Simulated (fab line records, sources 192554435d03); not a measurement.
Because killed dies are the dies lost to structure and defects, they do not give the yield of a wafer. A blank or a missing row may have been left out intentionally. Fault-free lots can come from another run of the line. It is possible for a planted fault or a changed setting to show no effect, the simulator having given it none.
A lot that was struck, set against a sound lot	flow n5Finfet	15 out of 1938 route steps
Sound: the wafers L381.3, L381.4, L381.5. Struck: wafer L383.6 (L383.3, L383.5, from the same lot, were not struck and are left out); the cause is given at the end.
Order at every step that has rows: each side's tool, ch and its chambers, its first start. Under that, the readings that differ: sound wafers	struck wafers	difference of the means	sigmas: that difference in standard deviations of wafers without a fault.
alike: readings whose means differ by less than 2 such deviations, and words and numbers that are the same on both sides. not compared: withheld readings, readings that some wafer has no value for, bounds like >300 that may hide the same value, and numbers for which the record gives no deviation and whose values overlap.
Wherever a step has rows on one side only, a row that says differs or no value, or a row with sigmas, the two part there. Non-overlapping numbers with no deviation appear without sigmas and do not part them. A reading missing from all wafers of one side parts the sides only when that side holds two or more wafers.

N5_BEOL_M11_ALD_74: deposits TaN, target thk 2 nm, pulse time 2 s, purge time 3 s.
  sound on aldMetal-01 ch 0,1,3, day 13 01:23; struck on aldMetal-04 ch 1, day 13 20:04
  alike: heaterPowerW, mfcCarrierSccm
N5_BEOL_M11_SURFACE_TREAT_76:
  sound: pvdSputter-02 at day 13 01:41; struck: pvdSputter-02 at day 13 20:28
  not compared: throttleValvePct
then, 1 step without rows for these wafers: N5_BEOL_M11_CVD_75 (deposits Co from CCTBA/H2, target thk 2 nm, time 138.9 s).
N5_BEOL_M11_SPUTTER_48: material Cu, target thk 12 nm, time 2 s.
  sound: pvdSputter-01 at day 13 02:05; struck: pvdSputter-02 at day 13 20:39
  alike: chuckGasFlowSccm, chuckSensorTempC, throttleValvePct
then, 2 steps without rows for these wafers: N5_BEOL_M11_ECD_50 (material Cu, target thk 318 nm); N5_BEOL_M11_ANNEAL_51 (time 90 s).
N5_BEOL_M11_CMP_52: polishes, stops on SiCOH lowk, t overpolish 7 s, target thk 140 nm.
  sound on cmp-04 ch 2,3, day 13 02:42; struck on cmp-01 ch 1, day 13 21:15
  alike: barrierFieldEndpointS, motorCurrentA, overpolishRunS, slurryFilterDpKPa, timeToEndpointS
N5_BEOL_M11_THK_MEAS_53: measures by xrf.
  sound: filmMetro-01 at day 13 02:57; struck: filmMetro-02 at day 13 21:28
reading	sound	struck	difference	sigmas
M11_THK (nm)	141.4 146.1 144.8	136.2	-7.9	-3
then, 1 step without rows for these wafers: N5_BEOL_M11_PRE_CLEAN_55 (time 15 s).
N5_BEOL_M11_DEP_56: deposits SiCN from 3MS/NH3, target thk 30 nm, time 10.5 s.
  sound on pecvd-01 ch 0,2, day 13 03:01; struck on pecvd-04 ch 1, day 13 21:32
  alike: showerheadPlenumPTorr, throttleValvePct
N5_BEOL_M11_RS_MEAS_57: a four-point-probe measurement.
  sound: filmMetro-02 at day 13 03:05; struck: filmMetro-02 at day 13 21:36
  alike: M11_RS
N5_BEOL_M11_INSPECT_58: inspects for defects (darkfield).
  sound: defectInspect-02 at day 13 03:07; struck: defectInspect-01 at day 13 21:38
  alike: rawDefectCount
N5_BEOL_M12_ILD_DEP_00: deposits SiOC from DEMS/O2, target thk 658.92 nm, time 130.7 s.
  sound on pecvd-03 ch 1,2, day 13 03:08; struck on pecvd-02 ch 0, day 13 21:43
reading	sound	struck	difference	sigmas
showerheadPlenumPTorr (Torr)	5.693 5.697 5.717	5.664	-0.038	-3
susceptorTempC (C)	349.79 349.83 349.62	353.82	+4.07	+21
  alike: heaterPowerW, throttleValvePct
N5_BEOL_M12_THK_MEAS_01:
  sound: filmMetro-02 at day 13 03:16; struck: filmMetro-01 at day 13 21:50
  alike: M12_ILD_THK
N5_PASSIVATION_PROBE_49:
  the record has rows for the struck wafers here (prober-02, day 15 10:13) and none for the sound ones

## WHERE THEY PART
Last at N5_PASSIVATION_PROBE_49 as far as this record goes, first at N5_BEOL_M11_THK_MEAS_53.

WHY: whatever the simulator had introduced
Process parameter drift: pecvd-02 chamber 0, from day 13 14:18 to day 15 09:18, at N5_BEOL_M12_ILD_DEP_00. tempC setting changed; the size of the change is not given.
